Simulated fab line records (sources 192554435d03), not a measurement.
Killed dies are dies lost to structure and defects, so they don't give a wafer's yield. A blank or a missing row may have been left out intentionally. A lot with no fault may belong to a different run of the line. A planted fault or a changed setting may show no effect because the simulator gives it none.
Which tool is to blame? | flow n5Finfet | 32 wafers from 11 lots sampled at 4 of the route's 1938 steps

## WHAT EACH GAUGE READ, for each wafer
N5_MIM_TOP_LITHO_INSPECT_12: inspects for defects (macro). Usual: rawDefectCount reads 2.1 (standard deviation 1.5).
lot  | measured     | on               | rawDefectCount | flag
L842 | day 12 00:19 | defectInspect-01 | 3 0 1          | 
L841 | day 12 00:22 | defectInspect-02 | 3 2            | 
L844 | day 12 16:55 | defectInspect-01 | 2 1 2          | 
L845 | day 13 11:29 | defectInspect-01 | 1 4 0          | 
L852 | day 15 09:07 | defectInspect-01 | 2 2 3          | 
L856 | day 16 00:04 | defectInspect-01 | 3 0 1          | 
L858 | day 16 01:43 | defectInspect-01 | 5 1 1          | 
L857 | day 16 02:32 | defectInspect-01 | 1 3 6          | 
L861 | day 16 20:34 | defectInspect-01 | 2 2 0          | 
L860 | day 17 00:49 | defectInspect-02 | 0 2 2          | 
L862 | day 17 14:34 | defectInspect-01 | 1 3 1          | 

N5_MIM_BOT_LITHO_INSPECT_12: inspects for defects (macro). Usual: rawDefectCount reads 2.1 (standard deviation 1.5).
lot  | measured     | on               | rawDefectCount | flag
L842 | day 12 01:19 | defectInspect-02 | 4 5 3          | 
L841 | day 12 01:29 | defectInspect-01 | 1 0            | 
L844 | day 12 18:14 | defectInspect-01 | 1 2 4          | 
L845 | day 13 12:14 | defectInspect-01 | 1 3 1          | 
L852 | day 15 10:05 | defectInspect-01 | 2 >300 4       | 
L856 | day 16 01:10 | defectInspect-02 | >300 >300 2    | 
L858 | day 16 02:58 | defectInspect-01 | 1 3 0          | 
L857 | day 16 03:17 | defectInspect-02 | 4 4 1          | 
L861 | day 16 21:25 | defectInspect-02 | 5 2 5          | 
L860 | day 17 01:53 | defectInspect-02 | 1 2 2          | 
L862 | day 17 15:25 | defectInspect-02 | 1 2 3          | 

## WHICH TOOL RAN EACH LOT (tool, then ch and the chambers of the sampled wafers, then the start)
lot  | N5_MIM_TOP_ALD_01                          | N5_MIM_TOP_ETCH_PECVD_03
L842 | aldHk-03 ch 2,3, day 12 00:19 or earlier   | pecvd-03 ch 0,1,2, day 12 00:39
L841 | aldHk-01 ch 1,2, day 12 00:22 or earlier   | pecvd-01 ch 2, day 12 00:52
L844 | aldHk-01 ch 0,2,3, day 12 16:55 or earlier | pecvd-01 ch 0,1, day 12 17:42
L845 | aldHk-03 ch 2,3, day 13 11:29 or earlier   | pecvd-03 ch 1,2, day 13 11:49
L852 | aldHk-02 ch 1,2, day 15 09:07 or earlier   | pecvd-03 ch 1,2, day 15 09:32
L856 | aldHk-03 ch 0,1, day 16 00:04 or earlier   | pecvd-03 ch 1,2, day 16 00:37
L858 | aldHk-03 ch 1,2,3, day 16 01:43 or earlier | pecvd-01 ch 0,1, day 16 02:04
L857 | aldHk-02 ch 0,1,3, day 16 02:32 or earlier | pecvd-01 ch 0,1,2, day 16 02:52
L861 | aldHk-01 ch 1,2, day 16 20:34 or earlier   | pecvd-01 ch 1,2, day 16 20:53
L860 | aldHk-01 ch 1,2,3, day 17 00:49 or earlier | pecvd-02 ch 0,1,2, day 17 01:20
L862 | aldHk-03 ch 1,2,3, day 17 14:34 or earlier | pecvd-02 ch 0,1,2, day 17 15:00
- N5_MIM_TOP_ALD_01: deposits HfO2, target thk 5.6 nm, pulse time 1 s, purge time 3 s.
- N5_MIM_TOP_ETCH_PECVD_03: deposits SiNx from SiH4/NH3/N2, target thk 20 nm, time 17.6 s.

## AS READ BY THE TOOLS THEMSELVES (means over the sampled wafers that have a number; for cases with no such wafer, the mark the record gives instead)
N5_MIM_TOP_ALD_01. Usual: precursorPulseHeightRel reads 0.998 (standard deviation 0.02).
lot  | tool     | precursorPulseHeightRel | flag
L842 | aldHk-03 | 1.010                   | 
L841 | aldHk-01 | 1.000                   | 
L844 | aldHk-01 | 1.001                   | 
L845 | aldHk-03 | 0.989                   | 
L852 | aldHk-02 | 0.991                   | 
L856 | aldHk-03 | 1.001                   | 
L858 | aldHk-03 | 0.988                   | 
L857 | aldHk-02 | 1.008                   | 
L861 | aldHk-01 | 0.997                   | 
L860 | aldHk-01 | 1.004                   | 
L862 | aldHk-03 | 1.000                   | 

N5_MIM_TOP_ETCH_PECVD_03. Usual: heaterPowerW 822 W, standard deviation 110; showerheadPlenumPTorr 5.14 Torr, standard deviation 0.12; throttleValvePct 38.9 %, standard deviation 2.
lot  | tool     | heaterPowerW (W) | showerheadPlenumPTorr (Torr) | throttleValvePct (%) | flag
L842 | pecvd-03 | 799              | 5.22                         | 38.3                 | 
L841 | pecvd-01 | 912              | 4.95                         | 36.6                 | 
L844 | pecvd-01 | 848              | 5.19                         | 39.4                 | 
L845 | pecvd-03 | 873              | 5.24                         | 39.8                 | 
L852 | pecvd-03 | 754              | 5.20                         | 38.7                 | 
L856 | pecvd-03 | 852              | 5.24                         | 39.7                 | 
L858 | pecvd-01 | 844              | 5.20                         | 39.5                 | 
L857 | pecvd-01 | 862              | 5.09                         | 38.5                 | 
L861 | pecvd-01 | 1001             | 5.00                         | 38.2                 | 
L860 | pecvd-02 | 763              | 5.14                         | 40.2                 | 
L862 | pecvd-02 | 777              | 5.13                         | 40.4                 | 

## THE ANSWER, worked out from the rows above alone
Rule: take the mean of a lot's wafers that have a number; if it is more than 3 standard deviations from the usual mean, the lot is off. A lot without any number at a reading at which 4 lots or more have one is off too. The other lots that the step has rows for count as sound. The gauges are gone through in route order, then the tools' own readings, and for those a lot's mean is taken as printed above. The first step at which some lot is off is used, and at that step the reading that is off furthest; a lot without a number counts as furthest.
No lot is off on any of the readings shown, so nothing can be concluded from this.

## WHAT THE SIMULATOR PUT IN
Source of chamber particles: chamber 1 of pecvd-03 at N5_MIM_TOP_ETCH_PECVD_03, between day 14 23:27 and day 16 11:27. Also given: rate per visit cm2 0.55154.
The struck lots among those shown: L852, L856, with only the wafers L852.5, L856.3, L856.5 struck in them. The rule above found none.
